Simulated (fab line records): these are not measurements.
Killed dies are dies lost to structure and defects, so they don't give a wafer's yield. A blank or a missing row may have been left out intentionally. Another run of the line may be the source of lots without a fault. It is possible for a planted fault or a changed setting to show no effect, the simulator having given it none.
Comparing a struck lot with a sound one | flow n5_finfet | 23 out of 1938 route steps
Sound: wafers L882.1, L882.4, L882.6. Wafers L886.2, L886.4, L886.6 were the ones struck. The cause is named last.
Per side, at each step with rows, come the tool, then ch with its chambers, and then its first start. Under that, the readings that differ: sound wafers | struck wafers | difference of the means | sigmas: that difference in standard deviations of wafers without a fault.
alike: words and numbers the same on both sides, and readings whose means are apart by under 2 such deviations; not compared: readings that were withheld, readings missing a value for some wafer, numbers with overlapping values and no deviation given by the record, and bounds like >300 which may hide the same value.
The two part at a step that has a row with sigmas, a row that says differs or no value, or rows on one side only. Numbers that have no deviation but don't overlap get no sigmas and don't part them. A reading missing from all wafers of one side parts the sides only when that side holds two or more wafers.

first, 11 steps without rows for these wafers: N5_BEOL_M7_ETCH_62 (etches SOC in N2/H2, target depth 110 nm, overetch 22 nm, time 165 s); N5_BEOL_M7_STRIP_68 (strips in N2/H2); N5_BEOL_M7_STRIP_67 (strips in CF4); N5_BEOL_M7_HM_OPEN_17 (chemistry Cl2/BCl3, target TiN, target depth 20 nm, overetch 6 nm); N5_BEOL_M7_STRIP_19 (strips in O2); N5_BEOL_M7_COAT_63 (time 60 s, resist thk 60 nm); N5_BEOL_M7_COAT_64 (time 60 s, resist thk 12 nm); N5_BEOL_M7_COAT_71 (time 60 s, resist thk 5 nm); N5_BEOL_M7_COAT_22 (resist thk 30 nm); N5_BEOL_M7_EBR_24; N5_BEOL_M7_SOFTBAKE_23 (time 60 s).
N5_BEOL_M7_EXPOSE_25: exposes mask V6, target cd 40 nm.
  sound on euv_scanner-01 ch 0, day 13 14:27; struck on euv_scanner-01 ch 0, day 14 18:56
  reading              | sound             | struck            | difference | sigmas
  exposure_dose_mJ_cm2 | 42.45 42.49 42.53 | 41.91 41.82 41.87 | -0.62      | -13
  alike: mask
then, 2 steps without rows for these wafers: N5_BEOL_M7_PEB_26 (peb time 60 s); N5_BEOL_M7_DEVELOP_27 (develop time 30 s).
N5_BEOL_M7_DESCUM_33: chemistry O2, time 7 s.
  sound on rie_diel-02 ch 0,1, day 13 14:56; struck on rie_diel-06 ch 0,1, day 14 19:26
  reading                  | sound             | struck            | difference | sigmas
  rf_vpp_V (V)             | 246.0 242.8 246.0 | 241.8 242.1 241.1 | -3.3       | -2
  throttle_valve_pct (%)   | 20.18 20.29 20.17 | 20.52 20.77 20.54 | +0.40      | +2
  model.BEOL_M7.cd_nm (nm) | 40 40 40          | 39.6 39.6 39.8    | -0.3       |
  alike: drypump_motor_current_A, o2_flow_sccm, oes_product_au, showerhead_plenum_p_Torr
  not compared: rf_hours_counter_h
then, 5 steps without rows for these wafers: N5_BEOL_M7_ETCH_72 (etches underlayer in N2/H2, target depth 6.5 nm, time 5.2 s); N5_BEOL_M7_ETCH_65 (etches SiARC in CF4, target depth 15.6 nm, time 26 s); N5_BEOL_M7_ETCH_66 (etches SOC in N2/H2, target depth 80 nm, overetch 16 nm, time 120 s); N5_BEOL_M7_STRIP_69 (strips in N2/H2); N5_BEOL_M7_STRIP_73 (strips in N2/H2).
N5_BEOL_M7_VIA_ETCH_34: etches SiCOH lowk in C4F6/O2, target depth 125.5 nm, time 50.5 s.
  sound on rie_diel-02 ch 0,1, day 13 15:07; struck on rie_diel-06 ch 0,1, day 14 19:37
  reading                | sound             | struck            | difference | sigmas
  throttle_valve_pct (%) | 20.60 20.71 20.61 | 20.97 21.32 20.97 | +0.45      | +2
  alike: drypump_motor_current_A, oes_product_au, rf_vpp_V, showerhead_plenum_p_Torr
  not compared: rf_hours_counter_h, model.BEOL_M7.cd_nm
then, 2 steps without rows for these wafers: N5_BEOL_M7_STRIP_76 (strips in C4F6/O2); N5_PASSIVATION_PROBE_49.

WHERE THEY PART
Last at N5_BEOL_M7_VIA_ETCH_34 as far as this record goes, first at N5_BEOL_M7_EXPOSE_25.

WHY: what had been put in by the simulator
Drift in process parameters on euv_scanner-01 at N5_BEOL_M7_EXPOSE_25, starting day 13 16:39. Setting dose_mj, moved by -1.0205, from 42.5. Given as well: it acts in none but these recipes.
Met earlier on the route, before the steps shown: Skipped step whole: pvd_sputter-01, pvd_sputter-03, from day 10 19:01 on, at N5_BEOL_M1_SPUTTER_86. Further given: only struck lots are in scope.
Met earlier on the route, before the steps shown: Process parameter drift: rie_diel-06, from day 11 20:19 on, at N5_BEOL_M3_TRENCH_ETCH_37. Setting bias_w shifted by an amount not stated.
